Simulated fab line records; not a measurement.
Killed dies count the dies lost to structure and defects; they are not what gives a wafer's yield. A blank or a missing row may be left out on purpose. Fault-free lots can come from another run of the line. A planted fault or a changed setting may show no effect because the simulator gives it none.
Which tool did it? | flow nand-harc | 14 lots (42 wafers sampled), 1 step of a 1159-step route

WHAT THE GAUGES READ, wafer by wafer
NHARC_A_BLC_CD_MEAS_19.
lot  | measured     | on        | cd-nm (nm)
L793 | day 18 05:37 | cd-sem-03 | 98.4 97.7 98.7
L794 | day 18 07:34 | cd-sem-02 | 102.0 101.0 100.1
L795 | day 18 11:32 | cd-sem-02 | 102.4 99.1 100.1
L797 | day 18 13:43 | cd-sem-02 | 101.9 100.6 103.8
L799 | day 19 13:10 | cd-sem-02 | 96.9 98.1 99.8
L801 | day 19 17:30 | cd-sem-03 | 99.2 98.3 98.1
L800 | day 19 23:41 | cd-sem-01 | 97.8 99.6 95.0
L802 | day 21 03:03 | cd-sem-03 | 98.0 99.1 99.8
L806 | day 21 06:55 | cd-sem-03 | 99.6 99.0 101.3
L804 | day 21 15:37 | cd-sem-01 | 99.9 98.7 99.4
L808 | day 22 06:35 | cd-sem-02 | 100.8 101.7 102.2
L810 | day 22 07:26 | cd-sem-03 | 99.4 99.9 102.4
L813 | day 22 18:32 | cd-sem-02 | 100.0 98.9 100.2
L814 | day 22 22:18 | cd-sem-01 | 100.5 100.3 99.2

EACH LOT AND THE TOOL THAT RAN IT (in order: tool; ch and the chambers of the sampled wafers; start)
There is no process step in the record ahead of these readings.

WHAT THE TOOLS THEMSELVES READ (means of the sampled wafers that have a number; where no wafer has one, the mark that the record gives instead)
The record holds no such reading with a usual standard deviation.

THE ANSWER, worked out from the rows above alone
Rule: what is usual is taken from the lots themselves. The widest of any qualifying gaps counts: lots, ordered by their means at a reading, are off when they make up no more than a third of the lots, leave a main group of 4 or more, and stand apart from it by 3 or more times the standard deviation of that group's means. The tables above print the reading to a certain number of digits; a main group whose means all agree to those digits is not used. Also off: a lot with no number at a reading for which 4 or more lots have one. The other lots that the step has rows for count as sound. Order of review: gauges by route order, followed by the tools' own readings, for which a lot's mean as printed above is used. At the first step where some lot is off, the reading lying furthest off is the one used; lots without a number count as furthest.
Nothing can be told from this: no lot is off at any reading shown.

WHAT THE SIMULATOR HAD INSERTED
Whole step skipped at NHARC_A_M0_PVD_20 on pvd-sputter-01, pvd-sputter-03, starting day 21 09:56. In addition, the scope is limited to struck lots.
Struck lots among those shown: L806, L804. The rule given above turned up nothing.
